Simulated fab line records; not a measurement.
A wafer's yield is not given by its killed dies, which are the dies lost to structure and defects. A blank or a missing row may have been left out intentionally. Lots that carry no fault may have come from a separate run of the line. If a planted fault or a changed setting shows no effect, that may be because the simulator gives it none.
Matching of chambers :: flow n5 finfet :: 3 sister chambers for N5_BEOL_M7_CURE_75 on uv cure-01
The step cures SiCOH lowk, time 120 s. 3 wafers are shown with their chamber, then 7 later ones without.

## EACH WAFER AND ITS CHAMBER
wafer: L079.5
chamber: 0
wafer_temp_C_max: 371.6

wafer: L088.6
chamber: 1
wafer_temp_C_max: 372.2

wafer: L092.2
chamber: 2
wafer_temp_C_max: 370.7

## WAFERS WITH NO CHAMBER GIVEN
wafer: L092.3
wafer_temp_C_max: 370.7

wafer: L093.2
wafer_temp_C_max: 371.2

wafer: L093.4
wafer_temp_C_max: 371.1

wafer: L093.5
wafer_temp_C_max: 371.0

wafer: L095.2
wafer_temp_C_max: 371.5

wafer: L095.5
wafer_temp_C_max: 372.0

wafer: L095.6
wafer_temp_C_max: 371.1

## EACH ONE'S CHAMBER
wafer: L092.3
from the rows above: 2
in truth: 2

wafer: L093.2
from the rows above: can't be placed: 0 or 2
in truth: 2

wafer: L093.4
from the rows above: can't be placed: 2 or 0
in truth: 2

wafer: L093.5
from the rows above: can't be placed: 2 or 0
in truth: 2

wafer: L095.2
from the rows above: 0
in truth: 0

wafer: L095.5
from the rows above: can't be placed: 1 or 0
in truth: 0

wafer: L095.6
from the rows above: can't be placed: 2 or 0
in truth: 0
Correctly placed: 2 of 7. Not placeable from these rows: 5 (in 5, the candidates include the true chamber). Wrongly placed: 0.
How it was worked out, from the rows above alone: a wafer's distance from a chamber is the root of the sum, over the readings, of the square of ((its reading less the chamber's mean) divided by the reading's scatter). The wafer belongs to the nearest chamber; if the next one is less than 2 further off, it can't be placed. A chamber's mean is the mean of its shown wafers. The scatter (one wafer shown for each chamber): square how far every hidden wafer sits from the nearest shown wafer, average those squares and take the square root.
